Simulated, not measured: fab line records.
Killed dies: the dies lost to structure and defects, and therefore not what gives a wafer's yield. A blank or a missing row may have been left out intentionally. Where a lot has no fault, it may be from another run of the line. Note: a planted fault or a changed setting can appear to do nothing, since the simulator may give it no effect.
Chamber matching / flow n5Finfet / N5_BEOL_M0_CUTY_ETCH_62 on rieDiel-02 has 4 sister chambers
The step etches SiARC in CF4, time 58.5 s. 18 wafers are shown with their chamber, then 9 later ones without.

WAFERS, EACH WITH ITS CHAMBER
wafer=L075.1; chamber=1; drypumpMotorCurrentA (A)=6.6; showerheadPlenumPTorr (Torr)=2.26; throttleValvePct (%)=15.33
wafer=L075.3; chamber=0; drypumpMotorCurrentA (A)=6.4; showerheadPlenumPTorr (Torr)=2.14; throttleValvePct (%)=15.41
wafer=L075.6; chamber=1; drypumpMotorCurrentA (A)=6.6; showerheadPlenumPTorr (Torr)=2.26; throttleValvePct (%)=15.34
wafer=L080.1; chamber=3; drypumpMotorCurrentA (A)=5.8; showerheadPlenumPTorr (Torr)=2.11; throttleValvePct (%)=15.69
wafer=L080.3; chamber=1; drypumpMotorCurrentA (A)=6.6; showerheadPlenumPTorr (Torr)=2.25; throttleValvePct (%)=15.33
wafer=L080.5; chamber=0; drypumpMotorCurrentA (A)=6.4; showerheadPlenumPTorr (Torr)=2.13; throttleValvePct (%)=15.42
wafer=L082.1; chamber=3; drypumpMotorCurrentA (A)=5.8; showerheadPlenumPTorr (Torr)=2.11; throttleValvePct (%)=15.70
wafer=L082.5; chamber=1; drypumpMotorCurrentA (A)=6.5; showerheadPlenumPTorr (Torr)=2.25; throttleValvePct (%)=15.34
wafer=L082.6; chamber=0; drypumpMotorCurrentA (A)=6.3; showerheadPlenumPTorr (Torr)=2.13; throttleValvePct (%)=15.42
wafer=L083.4; chamber=3; drypumpMotorCurrentA (A)=5.8; showerheadPlenumPTorr (Torr)=2.11; throttleValvePct (%)=15.70
wafer=L083.5; chamber=0; drypumpMotorCurrentA (A)=6.4; showerheadPlenumPTorr (Torr)=2.13; throttleValvePct (%)=15.43
wafer=L083.6; chamber=1; drypumpMotorCurrentA (A)=6.6; showerheadPlenumPTorr (Torr)=2.25; throttleValvePct (%)=15.33
wafer=L089.2; chamber=2; drypumpMotorCurrentA (A)=5.9; showerheadPlenumPTorr (Torr)=2.20; throttleValvePct (%)=15.59
wafer=L089.3; chamber=0; drypumpMotorCurrentA (A)=6.4; showerheadPlenumPTorr (Torr)=2.13; throttleValvePct (%)=15.44
wafer=L089.5; chamber=2; drypumpMotorCurrentA (A)=5.9; showerheadPlenumPTorr (Torr)=2.21; throttleValvePct (%)=15.58
wafer=L090.3; chamber=1; drypumpMotorCurrentA (A)=6.5; showerheadPlenumPTorr (Torr)=2.25; throttleValvePct (%)=15.36
wafer=L090.4; chamber=0; drypumpMotorCurrentA (A)=6.3; showerheadPlenumPTorr (Torr)=2.13; throttleValvePct (%)=15.44
wafer=L090.5; chamber=3; drypumpMotorCurrentA (A)=5.8; showerheadPlenumPTorr (Torr)=2.10; throttleValvePct (%)=15.74

SIGNATURES (means of the wafers above)
reading=drypumpMotorCurrentA; chamber 0=6.367; chamber 1=6.567; chamber 2=5.900; chamber 3=5.800; scatter within a chamber=0.0436
reading=showerheadPlenumPTorr; chamber 0=2.1317; chamber 1=2.2533; chamber 2=2.2050; chamber 3=2.1075; scatter within a chamber=0.00494
reading=throttleValvePct; chamber 0=15.4267; chamber 1=15.3383; chamber 2=15.5850; chamber 3=15.7075; scatter within a chamber=0.0145
Rule: distance of a wafer from a chamber = root of the sum over the readings of ((wafer's reading minus chamber's mean) / reading's scatter) squared. The wafer belongs to the nearest chamber; if the next one is less than 2 further off, it can't be placed. How the scatter is found: for the shown wafers, subtract from each reading the mean of its chamber, square and add these, divide the total by (wafers less chambers), then take the root.

WAFERS WITHOUT THEIR CHAMBER
wafer=L092.2; drypumpMotorCurrentA (A)=5.9; showerheadPlenumPTorr (Torr)=2.20; throttleValvePct (%)=15.59
wafer=L092.3; drypumpMotorCurrentA (A)=6.6; showerheadPlenumPTorr (Torr)=2.25; throttleValvePct (%)=15.38
wafer=L092.5; drypumpMotorCurrentA (A)=6.5; showerheadPlenumPTorr (Torr)=2.25; throttleValvePct (%)=15.38
wafer=L094.1; drypumpMotorCurrentA (A)=6.3; showerheadPlenumPTorr (Torr)=2.12; throttleValvePct (%)=15.47
wafer=L094.3; drypumpMotorCurrentA (A)=5.9; showerheadPlenumPTorr (Torr)=2.20; throttleValvePct (%)=15.59
wafer=L094.4; drypumpMotorCurrentA (A)=6.3; showerheadPlenumPTorr (Torr)=2.12; throttleValvePct (%)=15.47
wafer=L095.2; drypumpMotorCurrentA (A)=6.5; showerheadPlenumPTorr (Torr)=2.24; throttleValvePct (%)=15.40
wafer=L095.3; drypumpMotorCurrentA (A)=6.4; showerheadPlenumPTorr (Torr)=2.12; throttleValvePct (%)=15.46
wafer=L095.4; drypumpMotorCurrentA (A)=5.8; showerheadPlenumPTorr (Torr)=2.10; throttleValvePct (%)=15.24

CHAMBER TAKEN BY EACH
wafer=L092.2; from the rows above=2; in truth=2
wafer=L092.3; from the rows above=1; in truth=1
wafer=L092.5; from the rows above=1; in truth=1
wafer=L094.1; from the rows above=0; in truth=0
wafer=L094.3; from the rows above=2; in truth=2
wafer=L094.4; from the rows above=0; in truth=0
wafer=L095.2; from the rows above=1; in truth=1
wafer=L095.3; from the rows above=0; in truth=0
wafer=L095.4; from the rows above=0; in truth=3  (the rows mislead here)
Correct placement for 8 of the 9. From these rows, 0 cannot be placed. 1 placed wrongly.
